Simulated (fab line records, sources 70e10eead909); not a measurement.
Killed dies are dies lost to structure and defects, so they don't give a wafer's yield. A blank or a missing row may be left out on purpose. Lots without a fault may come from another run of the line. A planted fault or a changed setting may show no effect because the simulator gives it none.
Tool commonality check | flow nand_harc | 12 lots, 36 wafers sampled

WHY IT WAS OPENED
At NHARC_END_SORT_01 the reading killed_at_array is flagged on 3 of 12 lots. Wafers without a fault read 55, standard deviation 12.
Rule: a lot is flagged when every wafer of it that has a number lies more than 4 standard deviations from that mean, or none has a number. The other lots count as sound.

lot  | measured     | on        | killed_at_array, wafer by wafer | flag
L801 | day 25 00:14 | prober-01 | 66 70 72                        |
L803 | day 25 10:31 | prober-02 | 68 75 71                        |
L804 | day 25 16:46 | prober-01 | 81 83 85                        |
L805 | day 26 01:29 | prober-02 | 46 37 42                        |
L807 | day 27 07:25 | prober-01 | 47 62 57                        |
L809 | day 28 06:38 | prober-02 | 57 51 54                        |
L812 | day 29 02:24 | prober-01 | 48 38 41                        |
L816 | day 30 09:40 | prober-02 | 677 672 670                     | FLAGGED
L814 | day 30 09:41 | prober-01 | 672 676 674                     | FLAGGED
L813 | day 30 20:06 | prober-02 | 673 675 674                     | FLAGGED
L821 | day 32 22:58 | prober-02 | 44 50 56                        |
L823 | day 33 10:28 | prober-01 | 56 66 59                        |
The numbers of the flagged lots are 674 on average: +619 against the usual, or +52 standard deviations.

WHICH TOOL RAN EACH LOT
The record holds 3 process steps before the reading, out of a route of 1302 steps. In each cell: the tool, then ch and the chambers that the sampled wafers went through, then the start.
lot  | flag    | NHARC_A_CHANNEL_HOLE_D1_DESCUM_15  | NHARC_A_CHANNEL_HOLE_D1_ETCH_39    | NHARC_A_CHANNEL_HOLE_D1_ETCH_23
L801 |         | rie_diel-07 ch 0,3, day 9 05:24    | rie_diel-07 ch 0,1, day 9 05:35    | har_etch-01 ch 0,1, day 9 08:08
L803 |         | rie_diel-07 ch 0,2,3, day 9 18:26  | rie_diel-07 ch 1,2,3, day 9 18:38  | har_etch-02 ch 0,1, day 9 21:10
L804 |         | rie_diel-07 ch 0,3, day 10 08:52   | rie_diel-07 ch 1,2, day 10 09:04   | har_etch-02 ch 0,1, day 10 16:02
L805 |         | rie_diel-07 ch 0,3, day 10 07:04   | rie_diel-07 ch 1,2,3, day 10 07:16 | har_etch-01 ch 0,1, day 10 14:08
L807 |         | rie_diel-11 ch 0,1,3, day 11 08:56 | rie_diel-11 ch 1,2, day 11 09:13   | har_etch-02 ch 1, day 11 11:59
L809 |         | rie_diel-07 ch 0,1, day 12 01:12   | rie_diel-07 ch 2, day 12 01:25     | har_etch-01 ch 0,1, day 12 04:28
L812 |         | rie_diel-10 ch 0,1,3, day 13 07:23 | rie_diel-10 ch 2,3, day 13 07:35   | har_etch-02 ch 0,1, day 13 12:10
L816 | FLAGGED | rie_diel-07 ch 2,3, day 15 06:29   | rie_diel-07 ch 0,1,2, day 15 06:41 | har_etch-01 ch 0, day 15 09:31
L814 | FLAGGED | rie_diel-07 ch 2,3, day 14 17:54   | rie_diel-07 ch 1,2, day 14 18:04   | har_etch-01 ch 0,1, day 14 20:37
L813 | FLAGGED | rie_diel-07 ch 1,2,3, day 14 16:28 | rie_diel-07 ch 0,1,3, day 14 16:40 | har_etch-02 ch 0,1, day 14 19:17
L821 |         | rie_diel-10 ch 2,3, day 17 06:40   | rie_diel-10 ch 0,2,3, day 17 06:54 | har_etch-02 ch 0,1, day 17 11:26
L823 |         | rie_diel-11 ch 1,2,3, day 18 00:05 | rie_diel-11 ch 1,2, day 18 00:22   | har_etch-01 ch 0,1, day 18 03:02
What these steps do:
- NHARC_A_CHANNEL_HOLE_D1_DESCUM_15: chemistry O2, time 3 s.
- NHARC_A_CHANNEL_HOLE_D1_ETCH_39: etches the open film in N2/H2, target depth 260 nm, time 325 s.
- NHARC_A_CHANNEL_HOLE_D1_ETCH_23: etches the open film in C4F8/O2/Ar, time 819 s, target depth 1600 nm.
- NHARC_END_SORT_01

FLAGGED OVER TOTAL, TOOL BY TOOL (the gauges that took the reading come last)
step                              | tool        | lots run | flagged | share of the flagged lots | sound lots run after its first flagged lot
NHARC_A_CHANNEL_HOLE_D1_DESCUM_15 | rie_diel-07 | 8        | 3       | all                       | 0
NHARC_A_CHANNEL_HOLE_D1_DESCUM_15 | rie_diel-10 | 2        | 0       | none                      | -
NHARC_A_CHANNEL_HOLE_D1_DESCUM_15 | rie_diel-11 | 2        | 0       | none                      | -
NHARC_A_CHANNEL_HOLE_D1_ETCH_39   | rie_diel-07 | 8        | 3       | all                       | 0
NHARC_A_CHANNEL_HOLE_D1_ETCH_39   | rie_diel-10 | 2        | 0       | none                      | -
NHARC_A_CHANNEL_HOLE_D1_ETCH_39   | rie_diel-11 | 2        | 0       | none                      | -
NHARC_A_CHANNEL_HOLE_D1_ETCH_23   | har_etch-01 | 6        | 2       | some                      | 1 (L823)
NHARC_A_CHANNEL_HOLE_D1_ETCH_23   | har_etch-02 | 6        | 1       | some                      | 1 (L821)
NHARC_END_SORT_01                 | prober-01   | 6        | 1       | some                      | 1 (L823)
NHARC_END_SORT_01                 | prober-02   | 6        | 2       | some                      | 1 (L821)

WHAT THE TABLE ALLOWS
2 rows of the table ran every flagged lot: rie_diel-07 at NHARC_A_CHANNEL_HOLE_D1_DESCUM_15, rie_diel-07 at NHARC_A_CHANNEL_HOLE_D1_ETCH_39.
- rie_diel-07 at NHARC_A_CHANNEL_HOLE_D1_DESCUM_15: 3 of its 8 lots flagged. Its last sound lot is L809 (day 12 01:12), its first flagged lot L813 (day 14 16:28): a fault that began between those two fits.
- rie_diel-07 at NHARC_A_CHANNEL_HOLE_D1_ETCH_39: 3 of its 8 lots flagged. Its last sound lot is L809 (day 12 01:25), its first flagged lot L813 (day 14 16:40): a fault that began between those two fits. Its own readings lie more than 4 standard deviations out on every wafer of the flagged lots: oes_product_au.
One tool is left: rie_diel-07 at NHARC_A_CHANNEL_HOLE_D1_DESCUM_15 and NHARC_A_CHANNEL_HOLE_D1_ETCH_39.

WHAT THE SIMULATOR HAD PUT IN
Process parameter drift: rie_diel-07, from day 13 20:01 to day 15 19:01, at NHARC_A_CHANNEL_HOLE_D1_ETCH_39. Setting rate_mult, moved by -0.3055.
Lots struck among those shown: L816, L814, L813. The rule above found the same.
